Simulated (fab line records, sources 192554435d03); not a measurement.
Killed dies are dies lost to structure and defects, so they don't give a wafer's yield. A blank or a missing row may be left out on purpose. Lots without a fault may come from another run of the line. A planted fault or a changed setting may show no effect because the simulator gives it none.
Chamber matching | flow n5_finfet | N5_BEOL_M13_TRENCH_ETCH_34 on rie_diel-01: 4 sister chambers
The step etches SiOC in C4F8/O2/Ar, target depth 413.47 nm, time 162.6 s. 8 wafers are shown with their chamber, then 8 later ones without.

WAFERS WITH THEIR CHAMBER
wafer  | chamber | showerhead_plenum_p_Torr (Torr) | throttle_valve_pct (%)
L080.2 | 1       | 3.39                            | 24.17
L084.3 | 3       | 3.33                            | 24.33
L084.5 | 1       | 3.38                            | 24.17
L084.6 | 0       | 3.29                            | 24.63
L086.2 | 2       | 3.58                            | 24.47
L086.3 | 0       | 3.29                            | 24.65
L086.6 | 2       | 3.58                            | 24.47
L085.3 | 3       | 3.32                            | 24.33

WAFERS WITHOUT THEIR CHAMBER
wafer  | showerhead_plenum_p_Torr (Torr) | throttle_valve_pct (%)
L085.4 | 3.29                            | 24.64
L085.6 | 3.29                            | 24.64
L088.3 | 3.38                            | 24.20
L088.5 | 3.29                            | 24.65
L088.6 | 3.38                            | 24.20
L079.1 | 3.28                            | 24.65
L079.2 | 3.37                            | 24.21
L079.6 | 3.28                            | 24.66

WHICH CHAMBER EACH WENT THROUGH
wafer  | from the rows above | in truth
L085.4 | 0                   | 0
L085.6 | 0                   | 0
L088.3 | 1                   | 1
L088.5 | 0                   | 0
L088.6 | 1                   | 1
L079.1 | 0                   | 0
L079.2 | 1                   | 1
L079.6 | 0                   | 0
Placed correctly: 8 of 8. Can't be placed from these rows: 0. Placed wrongly: 0.
How it was worked out, from the rows above alone: a wafer's distance from a chamber is the root of the sum, over the readings, of the square of ((its reading less the chamber's mean) divided by the reading's scatter). The wafer belongs to the nearest chamber; if the next one is less than 2 further off, it can't be placed. A chamber's mean is the mean of its shown wafers. The scatter: the root of (the sum of the squares of (reading less its chamber's mean) over the shown wafers, divided by (wafers less chambers)).
